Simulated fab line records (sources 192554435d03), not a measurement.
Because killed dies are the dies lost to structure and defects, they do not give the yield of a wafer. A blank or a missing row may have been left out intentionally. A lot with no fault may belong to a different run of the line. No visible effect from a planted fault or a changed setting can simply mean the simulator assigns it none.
2 desks, one fault -- flow n5_finfet -- every desk sees just its own numbers, and what lay behind them comes last

== FOR THE TOOL OWNER'S DESK: rie_diel-02 ==
The tool's own readings at N5_HKMG_FIN_ETCH_58 (etches SOC in N2/H2, target depth 215.8 nm, time 741 s): means of the sampled wafers that have a number, for each lot that ran on this tool. Any lot whose mean is over 4 standard deviations away from the usual mean is out of limits and marked OUT; that distance is given in the brackets.
Columns: A = drypump_motor_current_A at N5_HKMG_FIN_ETCH_58, usual 5.9 A; B = oes_product_au at N5_HKMG_FIN_ETCH_58, usual 0.79 a.u.; C = rf_fwd_power_W at N5_HKMG_FIN_ETCH_58, usual 874.0 W; D = rf_vpp_V at N5_HKMG_FIN_ETCH_58, usual 99.2 V; E = showerhead_plenum_p_Torr at N5_HKMG_FIN_ETCH_58, usual 2.56 Torr; F = throttle_valve_pct at N5_HKMG_FIN_ETCH_58, usual 17.66 %
lot,first seen here,A,B,C,D,E,F
L592,day 4 13:05,5.4,0.75,873.2,98.8,2.54,17.90
L596,day 5 11:43,5.7,0.78,874.0,99.0,2.58,17.89
L599,day 6 06:00,5.4,0.78,875.3,99.8,2.52,17.65
L604,day 7 12:59,5.7,0.86,874.9,99.4,2.58,17.68
L606,day 7 23:18,5.7,0.96,1086.5 (+82) OUT,92.1 (-8.7) OUT,2.58,17.68
L611,day 9 06:50,5.2,0.81,1085.3 (+81) OUT,91.1 (-10) OUT,2.46,17.81
This desk's verdict: out of limits on L606, L611, starting with L606 at day 7 23:18 (rf_fwd_power_W at N5_HKMG_FIN_ETCH_58). In limits: L592, L596, L599, L604.

== THE METROLOGY DESK ==
What the gauges read, lot by lot, whatever tool the lot ran on: means of the sampled wafers that have a number. Any lot whose mean is over 4 standard deviations away from the usual mean is out of limits and marked OUT; that distance is given in the brackets. Readings shown: 7 of its 10, picked as those furthest out on some lot.
Columns: A = DIBL_N at N5_BEOL_M4_RC_MEAS_101, usual 36.4 mV/V; B = DIBL_P at N5_BEOL_M4_RC_MEAS_101, usual 36.1 mV/V; C = IOFF_N at N5_BEOL_M4_RC_MEAS_101, usual 0.156 nA/um; D = IOFF_P at N5_BEOL_M4_RC_MEAS_101, usual 0.21 nA/um; E = ION_N at N5_BEOL_M4_RC_MEAS_101, usual 674 uA/um; F = VT_N at N5_BEOL_M4_RC_MEAS_101, usual 250.0 mV; G = VT_P at N5_BEOL_M4_RC_MEAS_101, usual -250 mV
lot,first seen here,A,B,C,D,E,F,G
L592,day 8 05:44,37.6,38.4,0.185,0.23,679,246.2,-250
L596,day 8 23:57,37.3,36.2,0.187,0.28,680,248.5,-243
L599,day 10 06:21,38.3,37.5,0.195,0.24,691,245.9,-247
L600,day 10 10:08,36.2,35.8,0.157,0.21,680,248.8,-251
L604,day 11 03:54,35.7,34.4,0.144,0.18,677,251.7,-254
L606,day 11 15:52,36.6,34.9,0.138,0.18,664,251.5,-251
L611,day 13 12:59,36.3,35.5,0.138,0.19,675,252.9,-254
L613,day 14 02:44,35.3,35.0,0.146,0.18,678,249.4,-254
This desk's finding: nothing out of limits on any of the 8 lots.

== ALL TOGETHER ==
An alarm could have come from the tool owner's desk at day 7 23:18, on L606, L611.
The metrology desk saw nothing out of limits.
The metrology desk holds a record of L606, L611, inside its limits.
All the named lots went through N5_HKMG_FIN_ETCH_58 on rie_diel-02.

== WHAT WAS PUT IN BY THE SIMULATOR ==
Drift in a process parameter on rie_diel-02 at N5_HKMG_FIN_ETCH_58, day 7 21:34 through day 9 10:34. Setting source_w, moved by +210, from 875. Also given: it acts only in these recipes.
Struck lots among those shown: L606, L611.
Delay in hours, fault start to first out-of-limits reading, by desk: the tool owner's desk at 2.
